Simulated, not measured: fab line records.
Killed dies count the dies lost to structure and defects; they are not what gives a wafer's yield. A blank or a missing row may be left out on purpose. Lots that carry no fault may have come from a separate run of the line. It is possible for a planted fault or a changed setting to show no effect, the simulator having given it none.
fab line records ; flow nandHarc
record: lots: 12; wafers: 36; lastDay: 33
route steps=1302 shown A_CHANNEL_HOLE_D2@599 A_CHANNEL_FILL_D2@612
lots that met no fault: taken from a fault-free run of the same line
startH: the number of hours between the record's first day and the start of the first shown wafer of the lot ; waitH: hours since the lot's step before ; " as in the row above ; L1.1+2: several wafers, shown together as one row ; - no value, or no start given ; * or withheld: withheld ; < > ~ a bound
route shown NAME@n: a module of which the file shows steps, and the number in the route of the first ; usual: mean and standard deviation over wafers with no fault ; same: alike in all rows ; chamber/n: place in a boat ; sites: per-site readings ; _std_site: how widely they spread, as a standard deviation ; _edge_site: inner sites' mean taken away from outer sites' mean ; radiusMm: for every site, how far away it sits from the centre of the wafer ; mask NAME#n: copy n ; behind: tool/chamber where the wafer was last shaped ; hold: what put the lot on hold/how long, in hours/how the hold closed ; device: which transistor (n, p or np) failed to switch ; end of line: tests run on the same wafers once the route is complete ; where a step has no rows: the recipe by itself ; killed: at the first sort, the dies lost to defects and structure; wafer yield is something else ; map: dies across one wafer; x = killed, . = not, _ = none there
set.NAME: the run value of the setting; set.NAME@STEP: its run value at that earlier step ; model.NAME: the simulator's own value behind a step, which no gauge read
the route's steps for a sample of lots (tables are steps, rows are wafers)
services: the hour from which a tool's chamber was out of use, counted from the record's first day as startH (under 0 if before that day), plus the number of hours and why
== steps ==
step: NHARC_A_CHANNEL_HOLE_D2_ETCH_27
recipe: biasV: 400; sourceW: 2000; pressureMtorr: 25; timeS: 90; arFlowSccm: 375; c4f8FlowSccm: 41.7; o2FlowSccm: 83.3; tempC: -20; targetDepthA: 4000; chemistry: C4F8/O2/Ar
usual: biasV: 400/4; c4f8FlowSccm: 41.70/0.12; drypumpMotorCurrentA: 5.6/0.57; rfFwdPowerW: 1989/6.2; showerheadPlenumPTorr: 3.65/0.16; throttleValvePct: 27.620/0.0092
lot.wafer;tool;chamber;startH;waitH;biasV;c4f8FlowSccm;drypumpMotorCurrentA;rfFwdPowerW;rfHoursCounterH;showerheadPlenumPTorr;throttleValvePct
L208.2;harEtch-02;0;326.02;0.2;400;41.55;6.0;1989;377;3.64;27.618
L208.3;harEtch-02;1;326.02;0.2;398;41.60;6.4;1985;-;3.77;27.617
L208.6;harEtch-02;1;326.02;0.2;403;41.58;6.4;1992;-;3.77;27.618
L209.2;harEtch-01;0;332.91;0.2;397;41.74;5.2;2003;173;3.52;27.616
L209.4;harEtch-01;1;332.91;0.2;402;41.75;5.0;1992;-;3.58;27.605
L209.5;harEtch-01;0;332.91;0.2;396;41.64;5.2;2004;-;3.52;27.618
L210.1;harEtch-02;1;343.34;0.2;408;41.64;6.4;1985;377;3.76;27.618
L210.3;harEtch-02;0;343.34;0.2;391;41.71;6.0;1995;-;3.63;27.624
L210.6;harEtch-02;0;343.34;0.2;397;41.81;6.0;1981;-;3.63;27.619
L212.2;harEtch-02;1;361.07;0.2;398;41.87;6.4;1992;385;3.76;27.616
L212.1;harEtch-02;0;361.07;0.2;404;41.84;5.9;1982;400;3.63;27.626
L212.4;harEtch-02;0;361.07;0.2;401;41.41;5.9;1990;-;3.63;27.637
L217.2;harEtch-01;0;410.66;0.2;396;41.78;5.2;1995;226;3.49;27.629
L217.4;harEtch-01;0;410.66;0.2;396;41.83;5.2;1993;-;3.49;27.609
L217.5;harEtch-01;1;410.66;0.2;398;41.62;5.0;1989;-;3.55;27.613
L216.2;harEtch-02;0;411.44;0.2;400;41.95;6.0;1979;7;3.98;27.633
L216.3;harEtch-02;1;411.44;0.2;401;41.65;6.4;1987;-;3.75;27.634
L216.6;harEtch-02;1;411.44;0.2;397;41.65;6.4;1981;-;3.75;27.601
L218.3;harEtch-01;0;422.89;0.2;401;41.77;5.2;1999;-;3.49;27.605
L218.5;harEtch-01;1;422.89;0.2;404;41.94;5.0;1987;-;3.55;27.606
L218.6;harEtch-01;0;422.89;0.2;401;41.90;5.2;1994;-;3.49;27.611
L220.2;harEtch-02;1;440.02;0.2;399;41.64;6.5;1994;23;3.74;27.611
L220.3;harEtch-02;0;440.02;0.2;401;41.73;6.0;1987;-;3.97;27.603
L220.6;harEtch-02;0;440.02;0.2;405;41.80;5.9;1987;-;3.97;27.622
L219.1;harEtch-01;0;441.94;0.2;401;41.55;5.2;1989;245;3.48;27.604
L219.5;harEtch-01;1;441.94;0.2;401;41.58;5.0;1987;-;3.54;27.609
L219.6;harEtch-01;0;441.94;0.2;401;41.62;5.2;2001;-;3.48;27.599
L224.1;harEtch-02;0;481.06;0.2;410;41.71;6.0;1985;46;3.95;27.637
L224.3;harEtch-02;1;481.06;0.2;401;41.81;6.4;1997;-;3.73;27.629
L224.5;harEtch-02;1;481.06;0.2;404;41.58;6.4;1998;-;3.73;27.609
L225.1;harEtch-01;1;494.66;0.2;396;41.51;5.0;1980;279;3.52;27.630
L225.2;harEtch-01;0;494.66;0.2;401;41.57;5.2;1991;279;3.46;27.612
L225.4;harEtch-01;0;494.66;0.2;403;41.61;5.2;1986;-;3.46;27.615
L229.1;harEtch-02;0;525.51;0.2;403;41.68;6.0;1977;69;3.94;27.614
L229.3;harEtch-02;0;525.51;0.2;398;41.47;6.0;1983;-;3.94;27.628
L229.4;harEtch-02;1;525.51;0.2;393;41.59;6.4;1994;-;3.71;27.621
step: NHARC_A_CHANNEL_FILL_D2_ALD_02
recipe: targetThkA: 60; pulseTimeS: 10; aldCycles: 60; tempC: 300; material: SiO2
usual: aldCycles: 60/0; heaterPowerW: 489/66; precursorPulseHeightRel: 1.004/0.019
lot.wafer;tool;chamber;startH;waitH;aldCycles;heaterPowerW;precursorPulseHeightRel
L208.2;aldHk-01;3;327.96;-;60;526;1.000
L208.3;aldHk-01;0;327.96;-;60;614;1.047
L208.6;aldHk-01;3;327.96;-;60;520;1.014
L209.2;aldHk-03;0;336.89;-;60;477;1.028
L209.4;aldHk-03;2;336.89;-;60;545;0.994
L209.5;aldHk-03;0;336.89;-;60;498;0.977
L210.1;aldHk-01;0;345.36;-;60;608;0.952
L210.3;aldHk-01;2;345.36;-;60;487;0.998
L210.6;aldHk-01;0;345.36;-;60;610;0.999
L212.1;aldHk-01;2;363.01;-;60;475;1.033
L212.2;aldHk-01;3;363.01;-;60;540;1.016
L212.4;aldHk-01;1;363.01;-;60;536;1.025
L217.4;aldHk-03;0;412.54;-;60;501;0.985
L217.2;aldHk-03;1;412.54;-;60;534;1.038
L217.5;aldHk-03;0;412.54;-;60;488;0.987
L216.3;aldHk-02;1;413.36;-;60;429;0.997
L216.2;aldHk-02;0;413.36;-;60;431;1.005
L216.6;aldHk-02;1;413.36;-;60;429;1.014
L218.3;aldHk-02;3;425.62;1.0;60;533;0.976
L218.6;aldHk-02;0;425.62;1.0;60;441;0.980
L218.5;aldHk-02;1;425.62;1.0;60;436;0.978
L220.2;aldHk-03;3;443.59;-;60;380;0.962
L220.3;aldHk-03;0;443.59;-;60;485;0.998
L220.6;aldHk-03;3;443.59;-;60;388;1.015
L219.1;aldHk-03;2;444.92;0.1;60;554;1.009
L219.6;aldHk-03;2;444.92;0.1;60;544;0.982
L219.5;aldHk-03;3;444.92;0.1;60;381;1.000
L224.1;aldHk-01;2;484.00;-;60;483;0.968
L224.3;aldHk-01;1;484.00;-;60;511;1.000
L224.5;aldHk-01;2;484.00;-;60;478;1.001
L225.2;aldHk-02;1;496.58;-;60;439;0.997
L225.1;aldHk-02;2;496.58;-;60;395;0.975
L225.4;aldHk-02;0;496.58;-;60;463;0.999
L229.3;aldHk-03;3;527.89;-;60;397;0.991
L229.1;aldHk-03;0;527.89;-;60;504;1.001
L229.4;aldHk-03;2;527.89;-;60;538;0.998
step: NHARC_A_CHANNEL_FILL_D2_ALD_16
recipe: targetThkA: 15; pulseTimeS: 10; aldCycles: 15; tempC: 300; material: SiO2
usual: aldCycles: 15/0; heaterPowerW: 488/67; precursorPulseHeightRel: 0.998/0.02
lot.wafer;tool;chamber;startH;waitH;aldCycles;heaterPowerW;precursorPulseHeightRel
L208.3;aldHk-01;3;342.56;0.1;15;522;0.996
L208.2;aldHk-01;0;342.56;0.1;15;609;1.012
L208.6;aldHk-01;1;342.56;0.1;15;540;1.004
L209.4;aldHk-02;1;349.09;0.1;15;423;1.013
L209.2;aldHk-02;3;349.09;0.1;15;507;1.015
L209.5;aldHk-02;1;349.09;0.1;15;414;0.989
L210.3;aldHk-02;2;355.05;0.0;15;411;1.013
L210.1;aldHk-02;1;355.05;0.0;15;424;0.969
L210.6;aldHk-02;2;355.05;0.0;15;407;0.993
L212.2;aldHk-02;1;378.22;0.1;15;420;1.012
L212.4;aldHk-02;2;378.22;0.1;15;383;0.994
L212.1;aldHk-02;3;378.22;0.1;15;530;0.975
L216.3;aldHk-02;2;425.08;0.4;15;394;1.002
L216.2;aldHk-02;1;425.08;0.4;15;415;0.983
L216.6;aldHk-02;3;425.08;0.4;15;527;1.026
L217.2;aldHk-02;0;425.24;0.6;15;450;0.979
L217.4;aldHk-02;1;425.24;0.6;15;425;0.995
L217.5;aldHk-02;1;425.24;0.6;15;427;0.975
L218.3;aldHk-03;0;437.65;0.1;15;490;1.014
L218.5;aldHk-03;2;437.65;0.1;15;557;1.022
L218.6;aldHk-03;3;437.65;0.1;15;388;1.005
L219.1;aldHk-02;2;455.89;0.0;15;398;0.976
L219.5;aldHk-02;2;455.89;0.0;15;393;0.990
L219.6;aldHk-02;3;455.89;0.0;15;519;0.990
L220.2;aldHk-01;0;455.92;0.1;15;623;1.008
L220.3;aldHk-01;1;455.92;0.1;15;537;1.042
L220.6;aldHk-01;3;455.92;0.1;15;526;0.994
L224.3;aldHk-02;1;496.23;0.1;13;432;0.995
L224.1;aldHk-02;3;496.23;0.1;13;536;1.004
L224.5;aldHk-02;0;496.23;0.1;13;442;1.011
L225.2;aldHk-02;0;508.81;0.0;13;445;0.988
L225.4;aldHk-02;1;508.81;0.0;13;429;0.977
L225.1;aldHk-02;3;508.81;0.0;13;531;0.996
L229.4;aldHk-03;2;539.83;0.0;15;559;0.997
L229.1;aldHk-03;0;539.83;0.0;15;499;1.008
L229.3;aldHk-03;1;539.83;0.0;15;543;1.001
step: NHARC_A_CHANNEL_FILL_D2_STRIP_28
recipe: timeS: 20; o2FlowSccm: 500; arFlowSccm: 0; biasW: 0; chemistry: O2
usual: drypumpMotorCurrentA: 5.7/0.41; oesProductAu: 0.999/0.0075; rfVppV: 57.8/0.92; showerheadPlenumPTorr: 3.53/0.15; throttleValvePct: 17.037/0.009
lot.wafer;tool;chamber;startH;waitH;drypumpMotorCurrentA;oesProductAu;rfHoursCounterH;rfVppV;showerheadPlenumPTorr;throttleValvePct
L208.2;rieDiel-03;2;357.63;0.1;6.1;1.001;2;58.5;3.69;17.042
L208.3;rieDiel-03;0;357.63;0.1;5.7;0.998;2;56.6;3.33;17.037
L208.6;rieDiel-03;1;357.63;0.1;6.1;0.999;-;57.6;3.41;17.030
L209.2;rieDiel-01;2;360.69;0.1;5.7;0.985;4;56.9;3.38;17.041
L209.4;rieDiel-01;0;360.69;0.1;5.4;0.992;4;58.1;3.63;17.040
L209.5;rieDiel-01;1;360.69;0.1;5.0;1.002;-;57.6;3.48;17.034
L210.1;rieDiel-01;0;367.23;0.1;5.3;0.996;4;57.8;3.63;17.049
L210.3;rieDiel-01;2;367.23;0.1;5.7;0.990;4;56.7;3.38;17.040
L210.6;rieDiel-01;0;367.23;0.1;5.3;1.005;-;57.7;3.63;17.032
L212.4;rieDiel-01;0;392.32;0.1;5.4;1.002;0;58.1;3.63;17.053
L212.1;rieDiel-01;1;392.32;0.1;5.0;0.994;0;58.0;3.47;17.031
L212.2;rieDiel-01;3;392.32;0.1;6.1;0.995;0;57.8;3.69;17.042
L217.2;rieDiel-01;0;437.08;0.1;5.4;0.994;1;58.1;3.63;17.039
L217.4;rieDiel-01;2;437.08;0.1;5.7;1.000;1;57.8;3.38;17.042
L217.5;rieDiel-01;1;437.08;0.1;5.0;0.990;-;57.9;3.47;17.041
L216.3;rieDiel-04;0;437.51;0.5;4.9;0.982;12;56.6;3.72;17.049
L216.2;rieDiel-04;1;437.51;0.5;5.6;0.986;12;58.4;3.73;17.024
L216.6;rieDiel-04;3;437.51;0.5;6.3;0.994;-;56.8;3.29;17.044
L218.3;rieDiel-01;3;449.16;0.1;6.2;1.000;1;57.4;3.69;17.019
L218.5;rieDiel-01;0;449.16;0.1;5.3;0.996;-;55.7;3.63;17.047
L218.6;rieDiel-01;3;449.16;0.1;6.1;1.000;-;58.2;3.69;17.032
L220.2;rieDiel-03;0;468.11;0.1;5.7;1.005;0;57.6;3.32;17.053
L220.3;rieDiel-03;1;468.11;0.1;6.1;0.992;0;59.2;3.40;17.030
L220.6;rieDiel-03;3;468.11;0.1;5.5;0.998;-;57.4;3.63;17.038
L219.1;rieDiel-01;2;468.12;0.1;5.7;0.996;2;57.3;3.38;17.047
L219.5;rieDiel-01;0;468.12;0.1;5.4;0.995;-;58.3;3.63;17.022
L219.6;rieDiel-01;1;468.12;0.1;5.0;0.999;-;57.5;3.47;17.049
L224.3;rieDiel-01;2;507.79;0.1;5.7;1.001;3;56.8;3.38;17.026
L224.1;rieDiel-01;3;507.79;0.1;6.2;0.993;2;59.1;3.69;17.034
L224.5;rieDiel-01;1;507.79;0.1;5.0;1.005;-;57.8;3.47;17.038
L225.4;rieDiel-03;1;520.28;0.1;6.2;1.005;2;57.1;3.40;17.030
L225.2;rieDiel-03;2;520.28;0.1;6.0;1.009;1;56.7;3.69;17.051
L225.1;rieDiel-03;0;520.28;0.1;5.6;1.009;2;56.5;3.32;17.037
L229.3;rieDiel-01;3;551.98;0.1;6.1;0.999;3;57.8;3.69;17.051
L229.4;rieDiel-01;0;551.98;0.1;5.4;0.999;4;56.2;3.63;17.048
L229.1;rieDiel-01;1;551.98;0.1;5.0;0.996;4;56.6;3.47;17.031
== services ==
tool;chamber;startH;hours;kind
rieDiel-04;2;328.15;2.9;repair
rieDiel-04;-;354.96;9.0;pm
aldHk-02;-;356.61;10.0;pm
rieDiel-03;1;374.22;4.5;repair
harEtch-02;-;380.74;17.0;pm
rieDiel-01;-;380.80;9.0;pm
aldHk-03;-;385.72;0.6;repair
aldHk-03;-;394.20;10.0;pm
rieDiel-01;3;423.84;11.2;repair
rieDiel-01;1;438.25;13.3;repair
rieDiel-04;-;441.09;0.2;repair
rieDiel-01;3;453.98;7.3;repair
rieDiel-03;-;458.30;9.0;pm
rieDiel-01;0;460.68;2.5;repair
aldHk-01;-;474.00;10.0;pm
rieDiel-01;3;481.15;2.7;repair
rieDiel-03;3;482.18;9.9;repair
rieDiel-04;2;484.07;5.5;repair
rieDiel-04;-;495.09;1.9;repair
rieDiel-01;0;501.21;8.1;repair
aldHk-03;-;507.27;0.9;repair
rieDiel-04;-;509.26;0.9;repair
rieDiel-04;2;526.42;5.9;repair
aldHk-02;-;534.61;10.0;pm
== key ==
firstSign: step: NHARC_A_CHANNEL_FILL_D2_ALD_16; reading: aldCycles; direction: down; sigmas: 99+; usual: 15; struck: 13
effect none on later readings
metAt NHARC_A_CHANNEL_FILL_D2_ALD_16
struckLots L224,L225
testerLeftOut L224,L225
notActingAt NHARC_A_CHANNEL_HOLE_D2_ETCH_27,NHARC_A_CHANNEL_FILL_D2_ALD_02,NHARC_A_CHANNEL_FILL_D2_STRIP_28
onsetBetween 455.89 496.23
fault: kind: processParameterDrift; tool: aldHk-02; chamber: -; onsetH: 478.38; steps: NHARC_A_CHANNEL_FILL_D2_ALD_16; channel: aldCycles; offset: -2; shape: step; endH: 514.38; actsIn: theseRecipesOnly; stated: 15
testerLeftOut: of these lots the tester's yield and bins aren't shown, on N5 and GAA mostly nor the transistor test; their killed dies are dies lost to structure and defects alone, not to doping, threshold or leakage, so they don't give the yield
